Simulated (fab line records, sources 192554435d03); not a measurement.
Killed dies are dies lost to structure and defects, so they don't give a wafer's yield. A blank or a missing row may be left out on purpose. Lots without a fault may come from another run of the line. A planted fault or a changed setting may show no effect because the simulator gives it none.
One fault seen from 3 desks | flow n5_finfet | each desk has only its own numbers; what lay behind them comes last

THE METROLOGY DESK
What the gauges read, lot by lot, whatever tool the lot ran on: means of the sampled wafers that have a number. A lot is out of limits, marked OUT, if its mean lies more than 4 standard deviations from the usual mean; the brackets give that distance.
Columns: A = thk_nm at N5_SD_EPI_P_EPI_MEAS_23, usual 61.1 nm; B = thk_nm at N5_ILD0_THK_MEAS_08, usual 138.7 nm
lot  | first seen here | A    | B
L810 | day 3 13:13     | 60.9 | 137.8
L812 | day 4 02:10     | 61.3 | 138.5
L815 | day 4 14:58     | 60.8 | 140.5
L816 | day 5 00:27     | 62.4 | 138.4
L817 | day 5 06:41     | 61.4 | 137.5
L819 | day 5 16:26     | 61.6 | 138.6
L820 | day 5 22:07     | 60.1 | 137.3
L821 | day 6 03:04     | 60.0 | 139.9
L822 | day 6 13:26     | 60.3 | 137.3
L832 | day 9 00:34     | 60.8 | 138.8
L833 | day 9 07:04     | 61.8 | 138.4
This desk's finding: nothing out of limits on any of the 11 lots.

THE TOOL OWNER'S DESK: rie_diel-02
The tool's own readings at N5_SD_EPI_P_ETCHBACK_46 (etches SiNx in CH3F/O2, stops on SiO2, target depth 17.5 nm): means of the sampled wafers that have a number, for each lot that ran on this tool. A lot is out of limits, marked OUT, if its mean lies more than 4 standard deviations from the usual mean; the brackets give that distance.
Columns: A = drypump_motor_current_A at N5_SD_EPI_P_ETCHBACK_46, usual 5.5 A; B = oes_f_703_au at N5_SD_EPI_P_ETCHBACK_46, usual 0.77 a.u.; C = oes_product_au at N5_SD_EPI_P_ETCHBACK_46, usual 0.67 a.u.; D = rf_vpp_V at N5_SD_EPI_P_ETCHBACK_46, usual 298 V; E = showerhead_plenum_p_Torr at N5_SD_EPI_P_ETCHBACK_46, usual 2.03 Torr; F = throttle_valve_pct at N5_SD_EPI_P_ETCHBACK_46, usual 16.36 %
lot  | first seen here | A   | B    | C    | D   | E    | F
L815 | day 4 11:50     | 5.5 | 0.73 | 0.63 | 299 | 2.05 | 16.46
L816 | day 4 20:29     | 5.6 | 0.72 | 0.63 | 298 | 2.05 | 16.47
L819 | day 5 13:19     | 5.5 | 0.71 | 0.63 | 298 | 2.05 | 16.48
L820 | day 5 18:59     | 5.9 | 0.76 | 0.66 | 297 | 2.02 | 16.35
L822 | day 6 10:19     | 5.4 | 0.74 | 0.64 | 299 | 2.09 | 16.39
This desk's finding: nothing out of limits on any of the 5 lots.

THE DEFECT DESK
What the inspections along the route counted, lot by lot: means of the sampled wafers that have a number. A lot is out of limits, marked OUT, if its mean lies more than 4 standard deviations from the usual mean; the brackets give that distance.
Columns: A = raw_defect_count at N5_SD_EPI_P_INSPECT_26, usual 185
lot  | first seen here | A
L810 | day 3 13:24     | 172
L812 | day 4 02:20     | 249
L815 | day 4 15:09     | 248
L816 | day 5 00:38     | 168
L817 | day 5 06:52     | 157
L819 | day 5 16:37     | 213
L820 | day 5 22:17     | 123
L821 | day 6 03:14     | 201
L822 | day 6 13:37     | 606 (+9.0) OUT
L832 | day 9 00:44     | 132
L833 | day 9 07:14     | 165
This desk's finding: out of limits on L822; first on L822, day 6 13:37 (raw_defect_count at N5_SD_EPI_P_INSPECT_26). In limits: L810, L812, L815, L816, L817, L819, L820, L821, L832, L833.

PUT TOGETHER
The defect desk could have raised an alarm at day 6 13:37, on L822.
The metrology desk saw nothing out of limits.
The tool owner's desk saw nothing out of limits.
The metrology desk has L822 on record, within its limits.
The tool owner's desk has L822 on record, within its limits.
Of the lots named, all ran N5_SD_EPI_P_ETCHBACK_46 on rie_diel-02.

WHAT THE SIMULATOR HAD PUT IN
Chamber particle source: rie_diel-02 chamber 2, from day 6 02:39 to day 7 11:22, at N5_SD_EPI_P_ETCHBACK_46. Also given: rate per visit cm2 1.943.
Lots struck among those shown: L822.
Hours from the fault's start to each desk's first reading out of limits: the defect desk, 11.
